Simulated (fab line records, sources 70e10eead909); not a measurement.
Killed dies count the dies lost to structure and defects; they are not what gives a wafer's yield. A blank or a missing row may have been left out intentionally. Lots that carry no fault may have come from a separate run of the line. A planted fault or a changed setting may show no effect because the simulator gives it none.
Which tool was responsible? -- flow nand-harc -- Sampling: 24 lots, 72 wafers, 6 of 1302 route steps

## WHAT THE GAUGES SHOWED, per wafer
NHARC_A_SLIT_INSPECT_11. Usual: raw-defect-count 56, standard deviation 27.
lot,measured,on,raw-defect-count,flag
L075,day 20 04:43,defect-inspect-01,60 80 70,
L074,day 20 06:28,defect-inspect-01,72 66 67,
L076,day 20 04:51,defect-inspect-01,107 119 132,
L077,day 20 19:30,defect-inspect-02,75 82 65,
L078,day 21 13:51,defect-inspect-02,65 61 59,
L079,day 22 05:08,defect-inspect-02,66 81 71,
L082,day 22 15:41,defect-inspect-02,34 29 27,
L080,day 22 15:08,defect-inspect-02,54 80 51,
L081,day 23 14:20,defect-inspect-02,82 77 104,
L083,day 23 21:52,defect-inspect-01,11 17 16,
L085,day 23 21:00,defect-inspect-02,63 65 64,
L084,day 24 04:27,defect-inspect-02,40 34 27,
L086,day 25 01:46,defect-inspect-02,49 41 47,
L088,day 25 16:26,defect-inspect-02,29 18 18,
L087,day 25 22:52,defect-inspect-01,100 75 91,
L091,day 26 02:39,defect-inspect-01,83 98 107,
L089,day 26 01:01,defect-inspect-02,70 77 63,
L090,day 25 23:06,defect-inspect-01,35 31 37,
L092,day 26 20:01,defect-inspect-02,27 23 38,
L095,day 28 00:20,defect-inspect-01,67 73 83,
L094,day 28 04:15,defect-inspect-01,15 28 22,
L093,day 28 04:25,defect-inspect-02,32 24 21,
L096,day 29 08:48,defect-inspect-01,37 27 25,
L097,day 29 07:31,defect-inspect-01,79 80 88,

NHARC_A_SLIT_CD_MEAS_21. Usual: cd-nm 289.4 nm, standard deviation 1.
lot,measured,on,cd-nm (nm),flag
L075,day 20 11:05,cd-sem-02,289.0 289.3 289.7,
L074,day 20 14:56,cd-sem-02,290.6 289.7 291.1,
L076,day 20 11:30,cd-sem-02,289.7 289.2 289.4,
L077,day 21 02:59,cd-sem-02,288.3 290.4 288.4,
L078,day 21 20:10,cd-sem-01,286.0 287.3 286.5,
L079,day 22 13:59,cd-sem-03,289.5 289.3 289.0,
L082,day 22 22:02,cd-sem-01,290.4 290.0 289.1,
L080,day 22 21:30,cd-sem-02,288.2 287.4 288.3,
L081,day 23 20:43,cd-sem-02,287.7 287.9 288.4,
L083,day 24 05:22,cd-sem-02,289.7 289.4 291.2,
L085,day 24 04:35,cd-sem-03,290.6 290.5 290.8,
L084,day 24 10:50,cd-sem-01,288.5 290.2 289.3,
L086,day 25 08:04,cd-sem-02,290.1 289.9 290.2,
L088,day 26 00:23,cd-sem-02,289.1 287.2 289.2,
L087,day 26 05:14,cd-sem-01,289.9 289.5 291.5,
L091,day 26 09:20,cd-sem-02,289.8 289.5 289.4,
L089,day 26 09:08,cd-sem-03,290.1 290.1 289.4,
L090,day 26 05:31,cd-sem-03,289.2 290.5 289.7,
L092,day 27 02:25,cd-sem-03,291.0 290.3 289.4,
L095,day 28 06:44,cd-sem-01,290.3 289.8 289.6,
L094,day 28 10:31,cd-sem-01,291.0 290.4 289.4,
L093,day 28 11:59,cd-sem-02,290.2 288.9 290.3,
L096,day 29 16:30,cd-sem-03,289.2 288.2 288.3,
L097,day 29 16:29,cd-sem-02,288.2 288.7 287.5,

NHARC_A_SIN_REMOVE_INSPECT_04. Usual: raw-defect-count 376, standard deviation 98.
lot,measured,on,raw-defect-count,flag
L075,day 20 17:41,defect-inspect-01,357 435 521,
L074,day 20 21:35,defect-inspect-02,365 320 343,
L076,day 20 17:41,defect-inspect-02,457 440 435,
L077,day 21 09:35,defect-inspect-02,348 325 324,
L078,day 22 02:44,defect-inspect-01,381 492 321,
L079,day 22 20:34,defect-inspect-01,475 405 347,
L082,day 23 04:06,defect-inspect-02,385 499 279,
L080,day 23 04:06,defect-inspect-01,360 393 337,
L081,day 24 03:23,defect-inspect-02,373 353 525,
L083,day 24 11:13,defect-inspect-02,257 225 204,
L085,day 24 11:13,defect-inspect-01,369 433 417,
L084,day 24 17:25,defect-inspect-01,540 703 532,
L086,day 25 14:40,defect-inspect-02,463 326 508,
L088,day 26 07:02,defect-inspect-01,406 418 294,
L087,day 26 11:52,defect-inspect-01,294 369 432,
L091,day 26 16:32,defect-inspect-01,549 474 454,
L089,day 26 16:32,defect-inspect-02,319 327 317,
L090,day 26 11:52,defect-inspect-02,373 341 385,
L092,day 27 08:57,defect-inspect-01,288 294 268,
L095,day 28 13:21,defect-inspect-01,310 324 396,
L094,day 28 17:11,defect-inspect-02,258 234 270,
L093,day 28 17:11,defect-inspect-01,223 304 257,
L096,day 29 23:07,defect-inspect-01,318 477 376,
L097,day 29 23:09,defect-inspect-02,323 333 329,

## WHAT TOOL EACH LOT RAN ON (gives the tool, then ch and the chambers of the sampled wafers, and finally the start)
lot,NHARC_A_STAIRCASE_STRIP_476,NHARC_A_STAIRCASE_ETCHBACK_422,NHARC_A_STAIRCASE_STRIP_475
L075,"rie-diel-13 ch 2,3, day 17 19:23","rie-diel-11 ch 1,2, day 19 13:49","rie-diel-11 ch 0,1,3, day 20 04:43 or earlier"
L074,"rie-diel-08 ch 0,1,2, day 17 20:52","rie-diel-08 ch 0,1,3, day 19 13:57","rie-diel-08 ch 0,2,3, day 20 06:28 or earlier"
L076,"rie-diel-08 ch 0,2,3, day 17 21:57","rie-diel-13 ch 0,1,3, day 19 16:38","rie-diel-08 ch 0,1,3, day 20 04:51 or earlier"
L077,"rie-diel-13 ch 2,3, day 18 09:31","rie-diel-13 ch 1,2, day 20 02:22","rie-diel-11 ch 0,2, day 20 19:30 or earlier"
L078,"rie-diel-13 ch 2,3, day 19 04:56","rie-diel-11 ch 1,3, day 20 21:11","rie-diel-13 ch 1,2, day 20 21:47"
L079,"rie-diel-08 ch 1,2, day 19 14:58","rie-diel-11 ch 1,3, day 21 13:14","rie-diel-08 ch 0,1,2, day 22 05:08 or earlier"
L082,"rie-diel-08 ch 0,1,2, day 20 03:49","rie-diel-08 ch 1,2,3, day 21 23:57","rie-diel-13 ch 0,1,3, day 22 15:41 or earlier"
L080,"rie-diel-11 ch 0,1,2, day 20 04:38","rie-diel-13 ch 0,1,3, day 21 23:56","rie-diel-08 ch 0,1,2, day 22 15:08 or earlier"
L081,"rie-diel-13 ch 0,1,3, day 21 01:28","rie-diel-13 ch 0,2,3, day 23 00:24","rie-diel-11 ch 0,1,3, day 23 14:20 or earlier"
L083,"rie-diel-11 ch 0,1,3, day 21 08:52","rie-diel-11 ch 2,3, day 23 06:59","rie-diel-11 ch 0,1,2, day 23 21:52 or earlier"
L085,"rie-diel-11 ch 0,2,3, day 21 14:28","rie-diel-13 ch 0,1,3, day 23 07:08","rie-diel-13 ch 0,1,2, day 23 21:00 or earlier"
L084,"rie-diel-08 ch 0,3, day 21 18:28","rie-diel-13 ch 0,2,3, day 23 14:26","rie-diel-13 ch 0,1, day 24 04:27 or earlier"
L086,"rie-diel-08 ch 0,3, day 22 15:02","rie-diel-08 ch 0,2,3, day 24 11:36","rie-diel-08 ch 0,3, day 24 12:10"
L088,"rie-diel-13 ch 0,3, day 23 06:28","rie-diel-08 ch 0,2,3, day 25 01:37","rie-diel-13 ch 0,1,2, day 25 02:14"
L087,"rie-diel-08 ch 0,1,3, day 23 08:58","rie-diel-13 ch 0,2,3, day 25 09:13","rie-diel-08 ch 1,2,3, day 25 22:52 or earlier"
L091,"rie-diel-13 ch 0,3, day 23 15:05","rie-diel-13 ch 0,2,3, day 25 12:10","rie-diel-08 ch 0,1, day 26 02:39 or earlier"
L089,"rie-diel-11 ch 0,1,3, day 23 16:55","rie-diel-11 ch 1,2, day 25 09:31","rie-diel-08 ch 0,3, day 26 01:01 or earlier"
L090,"rie-diel-13 ch 0,2,3, day 23 21:37","rie-diel-11 ch 0,1,2, day 25 09:19","rie-diel-11 ch 0,1,2, day 25 23:06 or earlier"
L092,"rie-diel-13 ch 0,1,2, day 24 07:27","rie-diel-13 ch 0,1,2, day 26 03:47","rie-diel-11 ch 0,2,3, day 26 04:23"
L095,"rie-diel-08 ch 1,2,3, day 25 12:20","rie-diel-13 ch 0,1,3, day 27 09:14","rie-diel-13 ch 0,2,3, day 28 00:20 or earlier"
L094,"rie-diel-13 ch 0,1,2, day 25 13:05","rie-diel-13 ch 0,1,2, day 27 09:20","rie-diel-11 ch 1,2,3, day 28 04:15 or earlier"
L093,"rie-diel-11 ch 0,2, day 25 17:06","rie-diel-11 ch 1,2,3, day 27 09:31","rie-diel-13 ch 0,3, day 28 04:25 or earlier"
L096,"rie-diel-13 ch 0,3, day 26 13:41","rie-diel-13 ch 0,2,3, day 28 09:39","rie-diel-11 ch 1,3, day 29 08:48 or earlier"
L097,"rie-diel-13 ch 1,2, day 26 20:00","rie-diel-08 ch 1,3, day 28 16:11","rie-diel-13 ch 0,1,2, day 29 07:31 or earlier"
- NHARC_A_STAIRCASE_STRIP_476: strips in O2, time 20 s.
- NHARC_A_STAIRCASE_ETCHBACK_422: etches the open film in CH3F/O2, target depth 40 nm, time 74.286 s.
- NHARC_A_STAIRCASE_STRIP_475: strips in O2, time 20 s.

## WHAT THE TOOLS THEMSELVES READ (means of the sampled wafers that have a number; where no wafer has one, the mark that the record gives instead)
NHARC_A_STAIRCASE_STRIP_476. Usual: drypump-motor-current-A 6.0 A, standard deviation 0.57; oes-product-au 0.998 a.u., standard deviation 0.0096; rf-vpp-V 57.8 V, standard deviation 0.84; showerhead-plenum-p-Torr 3.54 Torr, standard deviation 0.17; throttle-valve-pct 17.035 %, standard deviation 0.0093.
lot,tool,drypump-motor-current-A (A),oes-product-au (a.u.),rf-vpp-V (V),showerhead-plenum-p-Torr (Torr),throttle-valve-pct (%),flag
L075,rie-diel-13,6.0,0.997,57.7,3.72,17.038,
L074,rie-diel-08,5.6,1.000,58.0,3.60,17.035,
L076,rie-diel-08,5.6,0.988,57.2,3.71,17.041,
L077,rie-diel-13,5.9,1.007,57.9,3.65,17.039,
L078,rie-diel-13,5.9,1.003,58.9,3.72,17.038,
L079,rie-diel-08,6.2,1.007,57.3,3.48,17.024,
L082,rie-diel-08,5.6,1.006,58.1,3.59,17.031,
L080,rie-diel-11,6.3,1.001,57.5,3.41,17.033,
L081,rie-diel-13,5.9,0.986,58.1,3.45,17.040,
L083,rie-diel-11,6.2,0.993,58.2,3.43,17.035,
L085,rie-diel-11,6.3,1.005,57.5,3.44,17.040,
L084,rie-diel-08,5.8,0.987,58.0,3.76,17.037,
L086,rie-diel-08,5.8,0.989,58.1,3.76,17.042,
L088,rie-diel-13,5.6,0.984,57.9,3.53,17.042,
L087,rie-diel-08,5.9,1.002,57.5,3.64,17.037,
L091,rie-diel-13,5.3,0.985,57.5,3.50,17.035,
L089,rie-diel-11,6.2,0.987,57.4,3.42,17.034,
L090,rie-diel-13,5.7,0.990,58.4,3.60,17.041,
L092,rie-diel-13,5.9,0.997,57.5,3.52,17.034,
L095,rie-diel-08,6.1,1.010,58.3,3.56,17.038,
L094,rie-diel-13,5.9,1.000,58.8,3.51,17.027,
L093,rie-diel-11,6.5,0.986,57.7,3.39,17.035,
L096,rie-diel-13,5.3,0.999,58.4,3.49,17.033,
L097,rie-diel-13,6.5,1.013,57.5,3.45,17.042,

NHARC_A_STAIRCASE_ETCHBACK_422. Usual: bias-w 99.95 W, standard deviation 0.29; drypump-motor-current-A 6.0 A, standard deviation 0.55; oes-product-au 0.96 a.u., standard deviation 0.035; rf-vpp-V 244.3 V, standard deviation 1.8; showerhead-plenum-p-Torr 2.46 Torr, standard deviation 0.11; throttle-valve-pct 20.664 %, standard deviation 0.0095.
lot,tool,bias-w (W),drypump-motor-current-A (A),oes-product-au (a.u.),rf-vpp-V (V),showerhead-plenum-p-Torr (Torr),throttle-valve-pct (%),flag
L075,rie-diel-11,99.96,6.3,1.00,243.4,2.40,20.659,
L074,rie-diel-08,99.78,5.9,0.93,246.1,2.55,20.659,
L076,rie-diel-13,99.78,5.8,0.92,243.5,2.41,20.665,
L077,rie-diel-13,99.80,6.2,0.94,245.3,2.54,20.658,
L078,rie-diel-11,99.92,6.1,0.99,244.0,2.45,20.673,
L079,rie-diel-11,99.91,6.1,1.00,244.1,2.45,20.666,
L082,rie-diel-08,99.73,6.1,0.92,244.4,2.49,20.664,
L080,rie-diel-13,99.86,5.8,0.92,243.0,2.40,20.658,
L081,rie-diel-13,100.26,5.6,0.99,245.1,2.52,20.671,
L083,rie-diel-11,100.10,6.4,0.92,244.0,2.42,20.664,
L085,rie-diel-13,99.93,5.8,1.00,244.2,2.40,20.658,
L084,rie-diel-13,99.83,5.6,0.98,244.6,2.52,20.661,
L086,rie-diel-08,99.66,5.5,1.00,246.0,2.57,20.670,
L088,rie-diel-08,100.05,5.6,1.00,246.5,2.57,20.668,
L087,rie-diel-13,99.86,5.6,1.00,245.4,2.51,20.670,
L091,rie-diel-13,99.89,5.6,0.92,245.1,2.51,20.657,
L089,rie-diel-11,100.03,6.5,0.97,243.9,2.39,20.660,
L090,rie-diel-11,99.93,6.3,0.92,242.8,2.35,20.669,
L092,rie-diel-13,99.93,5.9,0.93,244.5,2.45,20.668,
L095,rie-diel-13,99.94,5.9,0.92,243.4,2.39,20.666,
L094,rie-diel-13,100.04,5.9,0.93,244.1,2.44,20.659,
L093,rie-diel-11,99.87,6.3,0.99,243.4,2.41,20.668,
L096,rie-diel-13,100.13,5.6,0.93,244.7,2.50,20.671,
L097,rie-diel-08,100.06,6.4,0.93,243.4,2.44,20.659,

NHARC_A_STAIRCASE_STRIP_475. Usual: drypump-motor-current-A 6.0 A, standard deviation 0.57; oes-product-au 0.998 a.u., standard deviation 0.01; rf-vpp-V 57.8 V, standard deviation 0.84; showerhead-plenum-p-Torr 3.53 Torr, standard deviation 0.17; throttle-valve-pct 17.037 %, standard deviation 0.009.
lot,tool,drypump-motor-current-A (A),oes-product-au (a.u.),rf-vpp-V (V),showerhead-plenum-p-Torr (Torr),throttle-valve-pct (%),flag
L075,rie-diel-11,6.2,0.995,58.1,3.44,17.041,
L074,rie-diel-08,5.5,1.004,58.8,3.70,17.032,
L076,rie-diel-08,5.9,1.001,58.5,3.66,17.044,
L077,rie-diel-11,6.3,0.994,57.2,3.36,17.045,
L078,rie-diel-13,6.2,1.009,58.9,3.63,17.029,
L079,rie-diel-08,5.6,0.993,57.9,3.58,17.041,
L082,rie-diel-13,5.9,0.995,57.5,3.45,17.037,
L080,rie-diel-08,5.7,1.001,57.2,3.58,17.036,
L081,rie-diel-11,6.2,1.001,57.7,3.42,17.029,
L083,rie-diel-11,6.3,1.000,57.6,3.39,17.042,
L085,rie-diel-13,5.9,1.000,57.2,3.52,17.037,
L084,rie-diel-13,6.2,1.003,58.1,3.36,17.034,
L086,rie-diel-08,5.8,0.994,57.7,3.74,17.042,
L088,rie-diel-13,5.9,1.003,58.0,3.52,17.039,
L087,rie-diel-08,6.1,1.006,57.8,3.56,17.037,
L091,rie-diel-08,5.4,0.998,57.5,3.65,17.040,
L089,rie-diel-08,5.4,0.995,58.0,3.75,17.040,
L090,rie-diel-11,6.3,0.998,57.0,3.38,17.046,
L092,rie-diel-11,6.3,0.992,57.1,3.42,17.034,
L095,rie-diel-13,5.6,1.003,57.7,3.59,17.028,
L094,rie-diel-11,6.3,0.986,58.1,3.46,17.037,
L093,rie-diel-13,5.4,0.998,57.8,3.49,17.041,
L096,rie-diel-11,6.2,0.993,58.2,3.44,17.035,
L097,rie-diel-13,5.9,1.005,58.3,3.50,17.036,

## THE ANSWER, worked out from the rows above alone
Rule: a lot counts as off when the mean over its wafers that have a number is more than 3 standard deviations away from the usual mean. Also off: a lot with no number at a reading for which 4 or more lots have one. Any other lot the step has rows for is counted as sound. First the gauges in route order, then the tools' own readings, where a lot's mean is used as printed above. The first step at which some lot is off is used, and at that step the reading that is off furthest; a lot without a number counts as furthest.
Nothing can be told from this: no lot is off at any reading shown.

## WHAT HAD BEEN PUT IN BY THE SIMULATOR
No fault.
